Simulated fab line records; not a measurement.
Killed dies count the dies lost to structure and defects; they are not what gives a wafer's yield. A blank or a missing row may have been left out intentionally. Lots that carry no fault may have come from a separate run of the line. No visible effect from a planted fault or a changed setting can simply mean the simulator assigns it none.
fab line records + flow nand_harc
record
- lots=12
- wafers=36
- last_day=24
route steps=1159 shown P_GATE@175 P_CONTACT@217 END@1159
lots that met no fault: taken from a fault-free run of the same line
start_h: the number of hours between the record's first day and the start of the first shown wafer of the lot + wait_h: hours elapsed since this lot's preceding step + " identical to the entry in the row above + L1.1+2: several wafers, shown together as one row + - no value, or no start given + * or withheld: withheld + < > ~ a bound
route shown NAME@n: names a module that has steps shown in the file, with the first one's number in the route + usual: the fault-free wafers' mean and standard deviation + same: alike in all rows + chamber/n: place in a boat + sites: per-site readings + _std_site: standard deviation of those values + _edge_site: inner sites' mean taken away from outer sites' mean + radius_mm: how far each site lies from the wafer's centre + mask NAME#n: copy n + behind: the most recent tool/chamber to have shaped the wafer + hold: the reason the lot was held/the length of the hold in hours/how it ended + device: names the non-switching transistor (n, p or np) + end of line: the same wafers' tests at the end of the route + where a step has no rows: the recipe by itself + killed: not the wafer's yield, but the dies lost to structure and defects at the first sort + map: a wafer's dies, x killed, . not, _ none there
set.NAME: the run value of the setting; set.NAME@STEP: its run value at that earlier step + model.NAME: the simulator's own value behind a step, which no gauge read
route steps across a sampled set of lots; one table per step, one row per wafer
services: when a tool's chamber went out of use (start_h, in hours from the record's first day, below 0 if earlier), for how many hours, and the reason
## steps
# step NHARC_P_GATE_STRIP_75
# recipe
- power_w=1500
- temp_c=250
- chemistry=O2
# usual
- drypump_motor_current_A=5.3/0.36
- heater_power_w=315/21
| lot.wafer | tool            | chamber | start_h | wait_h | drypump_motor_current_A | heater_power_w | rf_hours_counter_h |
|-----------|-----------------|---------|---------|--------|-------------------------|----------------|--------------------|
| L466.2    | plasma_asher-01 | 1       | 97.06   | 0.3    | 4.9                     | 293            | 55                 |
| L466.4    | "               | 0       | "       | "      | 5.6                     | 319            | -                  |
| L466.6    | "               | 1       | "       | "      | 4.9                     | 286            | -                  |
| L467.1    | plasma_asher-02 | 0       | 110.60  | 0.3    | 5.8                     | 337            | 33                 |
| L467.3    | "               | 1       | "       | "      | 5.0                     | 323            | -                  |
| L467.6    | "               | 1       | "       | "      | 5.1                     | 324            | -                  |
| L470.3    | plasma_asher-01 | 0       | 124.99  | 0.1    | 5.6                     | 321            | -                  |
| L470.6    | "               | 1       | "       | "      | 4.9                     | 287            | -                  |
| L470.5    | "               | 0       | "       | "      | 5.6                     | 331            | -                  |
| L469.1    | plasma_asher-01 | 0       | 125.43  | 0.2    | 5.5                     | 324            | 7                  |
| L469.3    | "               | 1       | "       | "      | 5.0                     | 284            | -                  |
| L469.5    | "               | 0       | "       | "      | 5.6                     | 331            | -                  |
| L471.1    | plasma_asher-01 | 1       | 136.35  | 0.2    | 4.9                     | 291            | 11                 |
| L471.2    | "               | 0       | "       | "      | 5.6                     | 331            | 11                 |
| L471.3    | "               | 1       | "       | "      | 4.9                     | 289            | -                  |
| L479.2    | plasma_asher-01 | 0       | 184.50  | 0.2    | 5.5                     | 347            | 27                 |
| L479.3    | "               | 0       | "       | "      | 5.6                     | 330            | -                  |
| L479.5    | "               | 1       | "       | "      | 4.9                     | 285            | -                  |
| L476.2    | plasma_asher-01 | 0       | 186.96  | 0.3    | 5.6                     | 327            | 28                 |
| L476.4    | "               | 0       | "       | "      | 5.5                     | 336            | -                  |
| L476.3    | "               | 1       | "       | "      | 4.9                     | 289            | -                  |
| L485.2    | plasma_asher-02 | 0       | 214.13  | 0.3    | 5.9                     | 326            | 6                  |
| L485.3    | "               | 1       | "       | "      | 5.0                     | 310            | -                  |
| L485.6    | "               | 0       | "       | "      | 5.8                     | 332            | -                  |
| L486.1    | plasma_asher-02 | 0       | 214.85  | 0.2    | 5.9                     | 330            | 6                  |
| L486.3    | "               | 0       | "       | "      | 5.9                     | 330            | -                  |
| L486.5    | "               | 1       | "       | "      | 5.1                     | 313            | -                  |
| L488.1    | plasma_asher-02 | 0       | 230.61  | 0.2    | 5.9                     | 328            | 12                 |
| L488.4    | "               | 0       | "       | "      | 5.9                     | 324            | -                  |
| L488.3    | "               | 1       | "       | "      | 5.1                     | 318            | -                  |
| L487.2    | plasma_asher-02 | 0       | 230.98  | 0.3    | 5.8                     | 340            | 12                 |
| L487.4    | "               | 0       | "       | "      | 5.8                     | 324            | -                  |
| L487.3    | "               | 1       | "       | "      | 5.1                     | 320            | -                  |
| L489.2    | plasma_asher-02 | 1       | 238.22  | 0.3    | 5.1                     | 317            | 15                 |
| L489.3    | "               | 0       | "       | "      | 5.9                     | 334            | -                  |
| L489.6    | "               | 1       | "       | "      | 5.0                     | 300            | -                  |
# step NHARC_P_GATE_INSPECT_68
# usual
- raw_defect_count=206/92
| lot.wafer | tool              | chamber | start_h | wait_h | raw_defect_count |
|-----------|-------------------|---------|---------|--------|------------------|
| L466.2    | defect_inspect-01 | -       | 102.68  | 0.1    | 176              |
| L466.4    | "                 | -       | "       | "      | 116              |
| L466.6    | "                 | -       | "       | "      | 152              |
| L467.1    | defect_inspect-02 | -       | 116.68  | 0.2    | 163              |
| L467.3    | "                 | -       | "       | "      | 175              |
| L467.6    | "                 | -       | "       | "      | 125              |
| L470.3    | defect_inspect-02 | -       | 130.88  | 0.1    | 207              |
| L470.5    | "                 | -       | "       | "      | 209              |
| L470.6    | "                 | -       | "       | "      | 220              |
| L469.1    | defect_inspect-02 | -       | 131.06  | 0.2    | 176              |
| L469.3    | "                 | -       | "       | "      | 209              |
| L469.5    | "                 | -       | "       | "      | 179              |
| L471.1    | defect_inspect-02 | -       | 142.10  | 0.2    | 425              |
| L471.2    | "                 | -       | "       | "      | 442              |
| L471.3    | "                 | -       | "       | "      | 461              |
| L479.2    | defect_inspect-02 | -       | 190.90  | 0.1    | 1046             |
| L479.3    | "                 | -       | "       | "      | 833              |
| L479.5    | "                 | -       | "       | "      | 904              |
| L476.2    | defect_inspect-02 | -       | 193.46  | 0.1    | 875              |
| L476.3    | "                 | -       | "       | "      | 1030             |
| L476.4    | "                 | -       | "       | "      | 1248             |
| L485.2    | defect_inspect-01 | -       | 220.03  | 0.1    | 176              |
| L485.3    | "                 | -       | "       | "      | 287              |
| L485.6    | "                 | -       | "       | "      | 167              |
| L486.1    | defect_inspect-01 | -       | 220.99  | 0.2    | 208              |
| L486.3    | "                 | -       | "       | "      | 236              |
| L486.5    | "                 | -       | "       | "      | 144              |
| L488.1    | defect_inspect-01 | -       | 237.10  | 0.2    | 208              |
| L488.3    | "                 | -       | "       | "      | 300              |
| L488.4    | "                 | -       | "       | "      | 208              |
| L487.2    | defect_inspect-02 | -       | 237.45  | 0.1    | 187              |
| L487.3    | "                 | -       | "       | "      | 91               |
| L487.4    | "                 | -       | "       | "      | 182              |
| L489.2    | defect_inspect-02 | -       | 243.96  | 0.1    | 356              |
| L489.3    | "                 | -       | "       | "      | 316              |
| L489.6    | "                 | -       | "       | "      | 173              |
# step NHARC_P_CONTACT_DEP_30
# recipe
- target_thk_a=300
- temp_c=400
- target_thk_nm=30
- flow_sccm=200
- rf_w=450
- material=SiNx
# usual
- heater_power_w=731/83
| lot.wafer | tool     | chamber | start_h | wait_h | heater_power_w |
|-----------|----------|---------|---------|--------|----------------|
| L466.2    | pecvd-03 | 2       | 102.78  | 0.1    | 877            |
| L466.4    | "        | 1       | "       | "      | 797            |
| L466.6    | "        | 0       | "       | "      | 583            |
| L467.1    | pecvd-01 | 0       | 116.82  | 0.1    | 701            |
| L467.3    | "        | 1       | "       | "      | 664            |
| L467.6    | "        | 1       | "       | "      | 650            |
| L470.3    | pecvd-01 | 2       | 130.98  | 0.1    | 687            |
| L470.6    | "        | 1       | "       | "      | 702            |
| L470.5    | "        | 2       | "       | "      | 681            |
| L469.3    | pecvd-04 | 0       | 131.17  | 0.1    | 778            |
| L469.1    | "        | 1       | "       | "      | 798            |
| L469.5    | "        | 0       | "       | "      | 768            |
| L471.2    | pecvd-03 | 1       | 142.17  | 0.1    | 807            |
| L471.1    | "        | 2       | "       | "      | 921            |
| L471.3    | "        | 0       | "       | "      | 548            |
| L479.2    | pecvd-03 | 1       | 190.97  | 0.1    | 794            |
| L479.3    | "        | 1       | "       | "      | 795            |
| L479.5    | "        | 1       | "       | "      | 789            |
| L476.2    | pecvd-04 | 1       | 193.63  | 0.2    | 661            |
| L476.3    | "        | 2       | "       | "      | 759            |
| L476.4    | "        | 0       | "       | "      | 802            |
| L485.2    | pecvd-03 | 1       | 220.10  | 0.1    | 738            |
| L485.3    | "        | 0       | "       | "      | 630            |
| L485.6    | "        | 1       | "       | "      | 736            |
| L486.3    | pecvd-01 | 0       | 221.06  | 0.1    | 606            |
| L486.1    | "        | 2       | "       | "      | 765            |
| L486.5    | "        | 1       | "       | "      | 643            |
| L488.1    | pecvd-04 | 1       | 237.21  | 0.1    | 857            |
| L488.3    | "        | 0       | "       | "      | 766            |
| L488.4    | "        | 1       | "       | "      | 879            |
| L487.3    | pecvd-04 | 2       | 237.70  | 0.3    | 729            |
| L487.2    | "        | 0       | "       | "      | 718            |
| L487.4    | "        | 1       | "       | "      | 712            |
| L489.3    | pecvd-03 | 1       | 244.02  | 0.1    | 805            |
| L489.2    | "        | 0       | "       | "      | 588            |
| L489.6    | "        | 1       | "       | "      | 759            |
# step NHARC_P_CONTACT_DEP_00
# recipe
- target_thk_a=5000
- temp_c=400
- pressure_torr=6.5
- rf_w=900
- teos_flow_sccm=161.4
- flow_sccm=2650
- target_thk_nm=500
- gas=O2
- material=SiO2
# usual
- heater_power_w=571/84
- showerhead_vpp_V=1878/98
- throttle_valve_pct=16.1/0.49
| lot.wafer | tool     | chamber | start_h | wait_h | heater_power_w | showerhead_vpp_V | throttle_valve_pct |
|-----------|----------|---------|---------|--------|----------------|------------------|--------------------|
| L466.2    | pecvd-03 | 2       | -       | -      | 704            | 2155             | 16.8               |
| L466.4    | "        | 1       | "       | "      | 720            | 1801             | 16.6               |
| L466.6    | "        | 0       | "       | "      | 383            | 1812             | 16.0               |
| L467.1    | pecvd-01 | 0       | -       | -      | 468            | 1889             | 16.7               |
| L467.3    | "        | 1       | "       | "      | 472            | 1895             | 15.6               |
| L467.6    | "        | 1       | "       | "      | 503            | 1844             | 15.5               |
| L470.3    | pecvd-01 | 2       | -       | -      | 544            | 1837             | 15.1               |
| L470.6    | "        | 1       | "       | "      | 517            | 1874             | 15.6               |
| L470.5    | "        | 2       | "       | "      | 595            | 1871             | 15.6               |
| L469.3    | pecvd-04 | 0       | -       | -      | 610            | 1848             | 16.7               |
| L469.1    | "        | 1       | "       | "      | 595            | 1860             | 16.5               |
| L469.5    | "        | 0       | "       | "      | 633            | 1834             | 16.7               |
| L471.2    | pecvd-03 | 1       | -       | -      | 639            | 1791             | 15.8               |
| L471.1    | "        | 2       | "       | "      | 686            | 2097             | 16.4               |
| L471.3    | "        | 0       | "       | "      | 432            | 1769             | 16.2               |
| L479.2    | pecvd-03 | 1       | 191.32  | 0.3    | 623            | 1775             | 16.0               |
| L479.3    | "        | 1       | "       | "      | 632            | 1822             | 15.5               |
| L479.5    | "        | 1       | "       | "      | 648            | 1783             | 15.7               |
| L476.2    | pecvd-04 | 1       | -       | -      | 666            | 1856             | 16.6               |
| L476.3    | "        | 2       | "       | "      | 520            | 1759             | 16.0               |
| L476.4    | "        | 0       | "       | "      | 550            | 1813             | 16.6               |
| L485.2    | pecvd-03 | 1       | -       | -      | 583            | 1822             | 15.7               |
| L485.3    | "        | 0       | "       | "      | 420            | 1867             | 16.2               |
| L485.6    | "        | 1       | "       | "      | 609            | 1826             | 15.8               |
| L486.3    | pecvd-01 | 0       | -       | -      | 519            | 1904             | 16.8               |
| L486.1    | "        | 2       | "       | "      | 596            | 1828             | 15.5               |
| L486.5    | "        | 1       | "       | "      | 477            | 1862             | 15.9               |
| L488.1    | pecvd-04 | 1       | -       | -      | 701            | 1860             | 16.5               |
| L488.3    | "        | 0       | "       | "      | 627            | 1833             | 16.6               |
| L488.4    | "        | 1       | "       | "      | 538            | 1875             | 16.6               |
| L487.3    | pecvd-04 | 2       | -       | -      | 561            | 1751             | 15.3               |
| L487.2    | "        | 0       | "       | "      | 606            | 1869             | 16.3               |
| L487.4    | "        | 1       | "       | "      | 667            | 1860             | 16.3               |
| L489.3    | pecvd-03 | 1       | -       | -      | 661            | 1839             | 15.8               |
| L489.2    | "        | 0       | "       | "      | 453            | 1814             | 16.4               |
| L489.6    | "        | 1       | "       | "      | 484            | 1792             | 15.7               |
# step NHARC_P_CONTACT_ETCH_31
# recipe
- target_depth_a=300
- time_s=85.7
- ion_energy_ev=120
- over_etch_frac=1
- ch3f_flow_sccm=50
- o2_flow_sccm=30
- ar_flow_sccm=200
- rf_w=500
- bias_w=100
- chemistry=CH3F/O2
# usual
- bias_w=99.97/0.28
- ch3f_flow_sccm=50.00/0.16
- drypump_motor_current_A=5.9/0.43
- oes_product_au=0.978/0.011
- rf_vpp_V=244.2/1.8
- showerhead_plenum_p_Torr=2.46/0.11
- throttle_valve_pct=20.662/0.0091
| lot.wafer | tool        | chamber | start_h | wait_h | bias_w | ch3f_flow_sccm | drypump_motor_current_A | oes_product_au | rf_hours_counter_h | rf_vpp_V | showerhead_plenum_p_Torr | throttle_valve_pct |
|-----------|-------------|---------|---------|--------|--------|----------------|-------------------------|----------------|--------------------|----------|--------------------------|--------------------|
| L466.2    | rie_diel-05 | 0       | -       | -      | 99.81  | 49.87          | 5.8                     | 0.982          | 10                 | 243.6    | 2.42                     | 20.643             |
| L466.4    | "           | 2       | "       | "      | 99.73  | 50.12          | 6.1                     | 0.986          | 10                 | 244.4    | 2.49                     | 20.666             |
| L466.6    | "           | 0       | "       | "      | 99.73  | 49.72          | 5.8                     | 0.969          | -                  | 244.6    | 2.42                     | 20.673             |
| L467.3    | rie_diel-05 | 0       | -       | -      | 100.07 | 50.04          | 5.8                     | 0.970          | 12                 | 243.8    | 2.42                     | 20.673             |
| L467.1    | "           | 1       | "       | "      | 100.55 | 49.85          | 5.9                     | 0.958          | 12                 | 242.5    | 2.30                     | 20.650             |
| L467.6    | "           | 3       | "       | "      | 99.50  | 50.05          | 6.3                     | 0.967          | -                  | 244.2    | 2.55                     | 20.669             |
| L470.3    | rie_diel-05 | 0       | -       | -      | 99.92  | 49.75          | 5.8                     | 0.995          | 14                 | 243.2    | 2.42                     | 20.653             |
| L470.5    | "           | 3       | "       | "      | 100.22 | 50.04          | 6.4                     | 0.980          | -                  | 245.7    | 2.55                     | 20.672             |
| L470.6    | "           | 0       | "       | "      | 100.35 | 49.72          | 5.8                     | 0.990          | -                  | 243.8    | 2.42                     | 20.664             |
| L469.1    | rie_diel-13 | 0       | -       | -      | 100.12 | 50.12          | 6.5                     | 0.961          | 3                  | 246.8    | 2.63                     | 20.652             |
| L469.3    | "           | 2       | "       | "      | 99.82  | 50.04          | 5.6                     | 0.969          | 4                  | 242.4    | 2.32                     | 20.677             |
| L469.5    | "           | 2       | "       | "      | 99.98  | 50.11          | 5.6                     | 0.975          | -                  | 242.7    | 2.32                     | 20.668             |
| L471.3    | rie_diel-13 | 3       | -       | -      | 100.16 | 49.94          | 5.2                     | 0.974          | 4                  | 242.7    | 2.41                     | 20.651             |
| L471.2    | "           | 0       | "       | "      | 100.05 | 50.06          | 6.5                     | 0.983          | 4                  | 245.3    | 2.63                     | 20.663             |
| L471.1    | "           | 2       | "       | "      | 100.17 | 50.10          | 5.6                     | 0.987          | 5                  | 242.3    | 2.32                     | 20.667             |
| L479.3    | rie_diel-13 | 3       | -       | -      | 100.29 | 50.13          | 5.2                     | 0.959          | 9                  | 243.1    | 2.41                     | 20.669             |
| L479.2    | "           | 1       | "       | "      | 100.46 | 49.97          | 5.7                     | 0.981          | 6                  | 244.2    | 2.57                     | 20.664             |
| L479.5    | "           | 2       | "       | "      | 99.47  | 50.04          | 5.6                     | 0.990          | -                  | 242.6    | 2.32                     | 20.663             |
| L476.3    | rie_diel-13 | 1       | -       | -      | 99.67  | 50.02          | 5.8                     | 0.987          | 6                  | 246.8    | 2.57                     | 20.690             |
| L476.4    | "           | 2       | "       | "      | 100.25 | 49.91          | 5.6                     | 0.967          | 11                 | 243.3    | 2.32                     | 20.673             |
| L476.2    | "           | 3       | "       | "      | 99.99  | 49.90          | 5.2                     | 0.976          | 10                 | 242.9    | 2.41                     | 20.659             |
| L485.2    | rie_diel-05 | 2       | -       | -      | 100.11 | 49.86          | 6.2                     | 0.956          | 3                  | 244.1    | 2.49                     | 20.658             |
| L485.3    | "           | 0       | "       | "      | 99.71  | 49.77          | 5.8                     | 0.965          | 3                  | 243.2    | 2.41                     | 20.668             |
| L485.6    | "           | 1       | "       | "      | 99.64  | 50.43          | 5.9                     | 0.960          | -                  | 241.2    | 2.30                     | 20.668             |
| L486.3    | rie_diel-13 | 1       | -       | -      | 99.70  | 50.12          | 5.7                     | 0.983          | 9                  | 246.1    | 2.57                     | 20.659             |
| L486.1    | "           | 2       | "       | "      | 99.58  | 50.20          | 5.6                     | 0.966          | 14                 | 242.4    | 2.32                     | 20.667             |
| L486.5    | "           | 1       | "       | "      | 100.28 | 49.92          | 5.7                     | 0.979          | -                  | 244.9    | 2.57                     | 20.653             |
| L488.1    | rie_diel-05 | 2       | -       | -      | 100.19 | 49.84          | 6.2                     | 1.000          | 6                  | 244.9    | 2.48                     | 20.661             |
| L488.3    | "           | 3       | "       | "      | 100.12 | 50.17          | 6.3                     | 0.990          | 6                  | 244.9    | 2.54                     | 20.654             |
| L488.4    | "           | 1       | "       | "      | 100.10 | 50.05          | 5.9                     | 0.987          | 5                  | 242.6    | 2.30                     | 20.669             |
| L487.3    | rie_diel-13 | 3       | -       | -      | 100.07 | 50.10          | 5.2                     | 0.973          | 15                 | 240.9    | 2.41                     | 20.661             |
| L487.2    | "           | 1       | "       | "      | 100.05 | 50.15          | 5.7                     | 0.996          | 11                 | 247.0    | 2.57                     | 20.664             |
| L487.4    | "           | 2       | "       | "      | 100.78 | 50.13          | 5.6                     | 0.980          | 16                 | 243.2    | 2.32                     | 20.670             |
| L489.2    | rie_diel-13 | 2       | -       | -      | 99.79  | 49.77          | 5.6                     | 0.981          | 17                 | 242.5    | 2.32                     | 20.654             |
| L489.3    | "           | 0       | "       | "      | 99.68  | 50.19          | 6.5                     | 0.970          | 15                 | 245.5    | 2.63                     | 20.639             |
| L489.6    | "           | 3       | "       | "      | 100.09 | 49.73          | 5.2                     | 0.975          | -                  | 243.9    | 2.41                     | 20.653             |
# step NHARC_END_SORT_01
# recipe
- temp_c=25
# usual
- killed_at_array=29/11
- killed_at_other=0.6/0.92
- killed_at_periphery=3.2/2
- killed_dies=33/11
- killed_open=3.2/2
- killed_short=1.9/1.5
# same
- gross_dies=677
| lot.wafer | tool      | chamber | start_h | wait_h | killed_at_array | killed_at_other | killed_at_periphery | killed_dies | killed_open | killed_short |
|-----------|-----------|---------|---------|--------|-----------------|-----------------|---------------------|-------------|-------------|--------------|
| L479.2    | prober-01 | 0       | 511.62  | 2.8    | 43              | 0               | 76                  | 119         | 3           | 1            |
| L479.3    | prober-01 | 0       | 512.40  | 3.1    | 45              | 0               | 78                  | 123         | 2           | 3            |
| L479.5    | prober-01 | 0       | 513.97  | 3.6    | 35              | 0               | 58                  | 93          | 7           | 1            |
| L476.2    | prober-01 | 0       | 520.22  | 2.8    | 27              | 0               | 74                  | 101         | 8           | 1            |
| L476.3    | prober-01 | 0       | 521.00  | 3.1    | 26              | 0               | 61                  | 87          | 5           | 2            |
| L476.4    | prober-01 | 0       | 521.79  | 3.3    | 36              | 0               | 79                  | 115         | 5           | 1            |
# killed by level:class
L479.2 P_GATE:unspecified=71 A_CHANNEL_HOLE_D1:chamber_film_flake=22 A_SLIT:chamber_film_flake=9 A_CONTACT:chamber_film_flake=8 P_ZERO_WELL:chamber_film_flake=3 P_STI:geometric_particle:open=1 A_CHANNEL_HOLE_D1:geometric_particle:short=1 A_CHANNEL_FILL_D1:geometric_particle:open=1
L479.3 P_GATE:unspecified=76 A_SLIT:chamber_film_flake=17 A_CHANNEL_HOLE_D1:chamber_film_flake=15 A_STAIRCASE:chamber_film_flake=3 A_CONTACT:chamber_film_flake=3 A_ONON_D1:geometric_particle:short=1 A_CHANNEL_HOLE_D1:geometric_particle:short=1 A_CHANNEL_FILL_D1:geometric_particle:open=1
L479.5 P_GATE:unspecified=57 A_CHANNEL_HOLE_D1:chamber_film_flake=16 A_SLIT:chamber_film_flake=11 A_CONTACT:geometric_particle:open=3 P_M0:geometric_particle:open=1 A_ONON_D1:geometric_particle:open=1 A_CHANNEL_HOLE_D1:geometric_particle:open=1 A_CHANNEL_FILL_D1:geometric_particle:open=1
L476.2 P_GATE:unspecified=67 A_SLIT:chamber_film_flake=9 P_ZERO_WELL:chamber_film_flake=6 A_CONTACT:geometric_particle:open=5 A_CONTACT:chamber_film_flake=5 A_CHANNEL_HOLE_D1:chamber_film_flake=4 P_M0:geometric_particle:open=1 A_SOURCE_PLATE:geometric_particle:open=1
L476.3 P_GATE:unspecified=57 A_SLIT:chamber_film_flake=13 A_CHANNEL_HOLE_D1:chamber_film_flake=4 A_WL_FILL:chamber_film_flake=3 A_CONTACT:geometric_particle:open=2 A_CONTACT:chamber_film_flake=2 P_CONTACT:geometric_particle:open=1 P_M0:geometric_particle:open=1
L476.4 P_GATE:unspecified=75 A_SLIT:chamber_film_flake=17 A_CHANNEL_HOLE_D1:chamber_film_flake=5 A_STAIRCASE:chamber_film_flake=4 A_CONTACT:chamber_film_flake=4 A_CHANNEL_FILL_D1:geometric_particle:open=3 P_ZERO_WELL:chamber_film_flake=3 P_STI:geometric_particle:open=1
## services
| tool            | chamber | start_h | hours | kind       |
|-----------------|---------|---------|-------|------------|
| plasma_asher-01 | -       | 99.00   | 9.0   | pm         |
| rie_diel-13     | -       | 99.03   | 9.0   | pm         |
| pecvd-03        | -       | 111.36  | 13.0  | pm         |
| pecvd-03        | 0       | 111.36  | 13.0  | vent_cycle |
| pecvd-03        | 1       | 111.36  | 13.0  | vent_cycle |
| pecvd-03        | 2       | 111.36  | 13.0  | vent_cycle |
| plasma_asher-02 | -       | 112.98  | 6.5   | repair     |
| rie_diel-13     | 1       | 121.69  | 32.1  | repair     |
| pecvd-01        | -       | 122.56  | 0.9   | repair     |
| pecvd-03        | 0       | 124.36  | -     | clean      |
| pecvd-03        | 1       | 124.36  | -     | clean      |
| pecvd-03        | 2       | 124.36  | -     | clean      |
| pecvd-01        | 2       | 133.59  | 4.1   | repair     |
| rie_diel-05     | 2       | 135.39  | 7.6   | repair     |
| pecvd-01        | 1       | 145.05  | 3.9   | repair     |
| rie_diel-05     | -       | 163.60  | 9.0   | pm         |
| pecvd-03        | 0       | 171.37  | 27.8  | repair     |
| rie_diel-05     | 1       | 176.99  | 9.2   | repair     |
| pecvd-03        | -       | 177.00  | 0.7   | repair     |
| rie_diel-05     | 2       | 182.17  | 5.1   | repair     |
| plasma_asher-02 | -       | 183.40  | 9.0   | pm         |
| pecvd-04        | -       | 195.48  | 13.0  | pm         |
| pecvd-01        | -       | 237.26  | 13.0  | pm         |
| rie_diel-05     | 3       | 242.26  | 20.0  | repair     |
## key
first_sign
- step=NHARC_P_GATE_INSPECT_68
- reading=raw_defect_count
- direction=up
- sigmas=8.5
- usual=206
- struck=989
effect
- step=NHARC_END_SORT_01
- reading=killed_at_periphery
- direction=up
- sigmas=33
- usual=3.2
- struck=71
more_kills_born_at
- NHARC_P_GATE_STRIP_75@plasma_asher-01=403
met_at NHARC_P_GATE_STRIP_75
struck_lots L476,L479
tester_left_out L476,L479
not_acting_at NHARC_P_CONTACT_DEP_30,NHARC_P_CONTACT_DEP_00,NHARC_P_CONTACT_ETCH_31
onset_between 136.35 184.50
fault
- kind=chamber_particle_source
- tool=plasma_asher-01
- chamber=-
- onset_h=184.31
- steps=NHARC_P_GATE_STRIP_75
- rate_per_visit_cm2=1.1002
- end_h=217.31
# tester_left_out: of these lots the tester's yield and bins aren't shown, on N5 and GAA mostly nor the transistor test; their killed dies are dies lost to structure and defects alone, not to doping, threshold or leakage, so they don't give the yield
